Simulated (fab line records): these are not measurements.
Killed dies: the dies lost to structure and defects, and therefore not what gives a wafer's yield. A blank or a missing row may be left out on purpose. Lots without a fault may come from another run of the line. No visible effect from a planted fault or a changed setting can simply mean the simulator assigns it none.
Matching of chambers	flow nand harc	4 sister chambers for NHARC_P_M0_STRIP_18 on rie diel-04
The step strips in N2/H2. 33 wafers are shown with their chamber, then 12 later ones without.

== EACH WAFER AND ITS CHAMBER ==
wafer	chamber	drypump motor current A (A)	showerhead plenum p Torr (Torr)	rf vpp V (V)
L075.1	3	5.0	1.92	90.5
L075.4	1	5.5	2.08	89.9
L075.5	0	6.1	2.16	91.0
L076.1	1	5.5	2.08	90.9
L076.4	3	5.0	1.92	89.5
L076.5	2	6.4	1.98	89.4
L079.2	0	6.0	2.16	91.5
L079.4	2	6.4	1.98	89.8
L079.5	3	5.0	1.92	88.5
L083.3	3	5.0	1.92	89.0
L083.4	0	6.0	2.16	91.1
L083.6	2	6.4	1.98	92.1
L084.1	2	6.4	1.97	90.8
L084.4	1	5.5	2.07	92.4
L084.5	0	6.0	2.16	90.9
L085.2	0	6.0	2.16	92.8
L085.3	2	6.4	1.97	91.0
L085.6	0	6.0	2.16	91.5
L086.1	2	6.4	1.97	89.9
L086.3	3	5.0	1.91	90.8
L086.4	1	5.5	2.07	91.1
L087.1	3	5.0	1.91	90.4
L087.2	1	5.5	2.07	91.2
L087.3	2	6.4	1.97	89.5
L089.2	0	6.0	2.16	89.1
L089.4	3	5.0	1.91	88.9
L089.5	0	6.0	2.16	92.0
L090.2	2	6.4	1.97	89.2
L090.4	0	6.0	2.15	91.5
L090.5	0	6.0	2.15	91.2
L091.2	2	6.4	1.97	88.9
L091.3	3	5.0	1.91	89.8
L091.4	1	5.5	2.07	92.4

SIGNATURES (means of the wafers above)
reading	chamber 0	chamber 1	chamber 2	chamber 3	scatter within a chamber
drypump motor current A	6.010	5.500	6.400	5.000	0.0176
showerhead plenum p Torr	2.1580	2.0733	1.9733	1.9150	0.00489
rf vpp V	91.260	91.317	90.067	89.675	0.948
Rule: a wafer lies at a distance from a chamber equal to the root of the sum of squares, over the readings, of (its reading less the chamber's mean, divided by the reading's scatter). The wafer belongs to the nearest chamber; if the next one is less than 2 further off, it can't be placed. The scatter: take each reading less its chamber's mean, square it, sum over the shown wafers, divide by the number of wafers less the number of chambers, and take the root.

== WAFERS WHOSE CHAMBER IS MISSING ==
wafer	drypump motor current A (A)	showerhead plenum p Torr (Torr)	rf vpp V (V)
L092.2	6.3	1.97	88.4
L092.4	5.5	2.07	91.1
L092.6	5.0	1.91	91.0
L094.1	5.5	2.07	90.4
L094.2	6.0	2.15	91.9
L094.3	6.4	1.97	90.8
L095.1	6.0	2.15	90.0
L095.2	5.5	2.07	89.9
L095.6	5.5	2.07	91.5
L096.1	5.5	2.07	91.3
L096.4	5.0	1.91	90.3
L096.6	5.5	2.07	91.1

== CHAMBER TAKEN BY EACH ==
wafer	from the rows above	in truth
L092.2	2	2
L092.4	1	1
L092.6	3	3
L094.1	1	1
L094.2	0	0
L094.3	2	2
L095.1	0	0
L095.2	1	1
L095.6	1	1
L096.1	1	1
L096.4	3	3
L096.6	1	1
Correctly placed: 12 of 12. Not placeable from these rows: 0. Number placed wrongly: 0.
